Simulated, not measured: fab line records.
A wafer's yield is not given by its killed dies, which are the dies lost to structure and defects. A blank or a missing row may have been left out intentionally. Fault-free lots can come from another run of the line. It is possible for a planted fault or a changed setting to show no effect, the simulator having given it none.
A lot that was struck, set against a sound lot + flow nand harc + 22 steps out of a route of 1302
Sound: the wafers L935.2, L935.3, L935.6. Struck: wafers L938.2, L938.3, L938.6. The cause is named last.
At each step with rows: each side's tool, then ch and its chambers, then its first start. Under that, the readings that differ: sound wafers + struck wafers + difference of the means + sigmas: that difference in standard deviations of wafers without a fault.
alike: readings whose means differ by less than 2 such deviations, and words and numbers that are the same on both sides. not compared: withheld readings, readings that some wafer has no value for, bounds like >300 that may hide the same value, and numbers for which the record gives no deviation and whose values overlap.
The two part at a step that has a row with sigmas, a row that says differs or no value, or rows on one side only. Numbers that have no deviation but don't overlap get no sigmas and don't part them. A reading missing from all wafers of one side parts the sides only when that side holds two or more wafers.

first, 1 step without rows for these wafers: NHARC_A_DECK1_JOINT_SRD_15.
NHARC_A_DECK1_JOINT_DEP_16: deposits SiO2, target thk 45 nm.
  sound on pecvd-03 ch 0,1,2, day 15 03:04; struck on pecvd-04 ch 0,2, day 16 22:19
  alike: chamber pressure Torr, flow sccm, heater power w, throttle valve pct
NHARC_A_DECK1_JOINT_THK_MEAS_17: measures by ellipsometry.
  struck on film metro-01, day 16 22:35; sound on film metro-01, day 15 03:21
  alike: thk nm
NHARC_A_DECK1_JOINT_INSPECT_05:
  struck on defect inspect-02, day 16 22:37; sound on defect inspect-02, day 15 03:23
  alike: raw defect count
then NHARC_A_ONON_D2_DEP_00 (target thk 1000 nm), 1 step lacking rows for these wafers.
NHARC_A_ONON_D2_THK_MEAS_02: measures by ellipsometry.
  struck on film metro-01, day 16 23:12; sound on film metro-01, day 15 03:58
  alike: thk nm
then NHARC_A_ONON_D2_DEP_03 (target thk 1000 nm), 1 step lacking rows for these wafers.
NHARC_A_ONON_D2_THK_MEAS_05: measures by ellipsometry.
  struck on film metro-01, day 16 23:46; sound on film metro-01, day 15 04:32
  alike: thk nm
then NHARC_A_ONON_D2_DEP_06 (target thk 1000 nm), 1 step lacking rows for these wafers.
NHARC_A_ONON_D2_THK_MEAS_08: measures by ellipsometry.
  struck on film metro-01, day 17 00:20; sound on film metro-01, day 15 05:07
  alike: thk nm
then NHARC_A_ONON_D2_DEP_09 (target thk 1000 nm), 1 step lacking rows for these wafers.
NHARC_A_ONON_D2_THK_MEAS_11: measures by ellipsometry.
  struck on film metro-01, day 17 00:54; sound on film metro-01, day 15 05:41
  alike: thk nm
NHARC_A_ONON_D2_DEP_12: target thk 1000 nm.
  sound on pecvd onon-03 ch 0, day 15 05:47; struck on pecvd onon-04, day 17 01:01
  no value came back on the struck wafers for n2 flow sccm (sccm), n2o flow sccm (sccm); on the sound wafers n2 flow sccm (sccm) reads 2746 2739 2750
then, 6 steps without rows for these wafers: NHARC_A_ONON_D2_ANNEAL_15 (time 3600 s); NHARC_A_ONON_D2_DEP_16 (target thk 1000 nm); NHARC_A_ONON_D2_DEP_19 (target thk 1000 nm); NHARC_A_ONON_D2_DEP_22 (target thk 1000 nm); NHARC_A_ONON_D2_DEP_25 (target thk 1000 nm); NHARC_A_ONON_D2_DEP_28 (target thk 1000 nm).
NHARC_A_ONON_D2_DEP_33: deposits SiO2, target thk 200 nm.
  sound on pecvd-01 ch 0,1,2, day 15 17:25; struck on pecvd-01 ch 0,1,2, day 17 11:14
  alike: chamber pressure Torr, flow sccm, heater power w, throttle valve pct
NHARC_A_ONON_D2_INSPECT_32:
  struck on defect inspect-02, day 17 14:06; sound on defect inspect-02, day 15 17:54
| reading | sound | struck                                                                     | difference                   | sigmas |
|---------|-------|----------------------------------------------------------------------------|------------------------------|--------|
| hold    | - - - | await dispo/2.2h/release await dispo/2.2h/release await dispo/2.2h/release | no value on the sound wafers |        |
  alike: raw defect count
-- record jumps: 11 days between struck wafers' starts before vs after; left off in module A_ONON_D2, resumes in module END, first step shown is number 1302 of the route --
NHARC_END_SORT_01:
  sound on prober-01 ch 0, day 27 14:50; struck on prober-02 ch 0, day 28 19:19
| reading         | sound    | struck                                                               | difference                   | sigmas |
|-----------------|----------|----------------------------------------------------------------------|------------------------------|--------|
| hold            | - - -    | await dispo/3.5h/scrap await dispo/3.5h/scrap await dispo/3.5h/scrap | no value on the sound wafers |        |
| killed at array | 56 53 40 | 674 674 674                                                          | +624                         | +33    |
| killed dies     | 59 61 46 | 677 677 677                                                          | +622                         | +33    |
  alike: killed at other, killed at periphery, killed open, killed short

== WHERE THEY PART ==
At NHARC_A_ONON_D2_DEP_12 first; at NHARC_END_SORT_01 last (within this record only).

WHY: what had been put in by the simulator
Beginning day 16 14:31, the whole step at NHARC_A_ONON_D2_DEP_12 was skipped on pecvd onon-04. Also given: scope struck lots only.
